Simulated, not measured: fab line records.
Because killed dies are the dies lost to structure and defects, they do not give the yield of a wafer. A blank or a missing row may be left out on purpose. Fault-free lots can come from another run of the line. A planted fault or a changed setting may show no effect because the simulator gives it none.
Matching of chambers + flow nand_harc + 4 sister chambers for NHARC_P_GATE_ALD_36 on ald_sin-01
The step deposits SiNx, target thk 20 nm, pulse time 60 s, ald cycles 223. 7 wafers are shown with their chamber, then 8 later ones without.

EACH WAFER AND ITS CHAMBER
| wafer  | chamber | heater_power_w (W) | precursor_pulse_height_rel |
|--------|---------|--------------------|----------------------------|
| L074.2 | 0       | 796                | 1.004                      |
| L083.2 | 1       | 832                | 0.988                      |
| L083.1 | 2       | 723                | 1.004                      |
| L083.6 | 1       | 823                | 1.001                      |
| L089.2 | 2       | 713                | 1.012                      |
| L089.5 | 3       | 768                | 0.974                      |
| L090.1 | 3       | 771                | 1.011                      |

WAFERS WHOSE CHAMBER IS MISSING
| wafer  | heater_power_w (W) | precursor_pulse_height_rel |
|--------|--------------------|----------------------------|
| L090.2 | 819                | 1.017                      |
| L090.5 | 775                | 0.993                      |
| L093.1 | 839                | 1.023                      |
| L093.4 | 732                | 1.009                      |
| L093.6 | 846                | 1.001                      |
| L096.4 | 739                | 0.988                      |
| L096.2 | 770                | 0.980                      |
| L096.6 | 829                | 0.980                      |

CHAMBER TAKEN BY EACH
| wafer  | from the rows above     | in truth                   |
|--------|-------------------------|----------------------------|
| L090.2 | 1                       | 1                          |
| L090.5 | 3                       | 3                          |
| L093.1 | 1                       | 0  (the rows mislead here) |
| L093.4 | 2                       | 2                          |
| L093.6 | 1                       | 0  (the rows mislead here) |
| L096.4 | can't be placed: 2 or 3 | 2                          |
| L096.2 | 3                       | 3                          |
| L096.6 | 1                       | 1                          |
Correctly placed: 5 of 8. These rows do not allow placing 1 (true chamber among the candidates in 1). 2 placed wrongly.
How it was worked out, from the rows above alone: a wafer's distance from a chamber is the root of the sum, over the readings, of the square of ((its reading less the chamber's mean) divided by the reading's scatter). The wafer belongs to the nearest chamber; if the next one is less than 2 further off, it can't be placed. Each chamber's mean is taken over the wafers shown for it. The scatter is the square root of a quotient: the sum, over the shown wafers, of each reading's squared deviation from its chamber's mean, divided by wafers minus chambers.
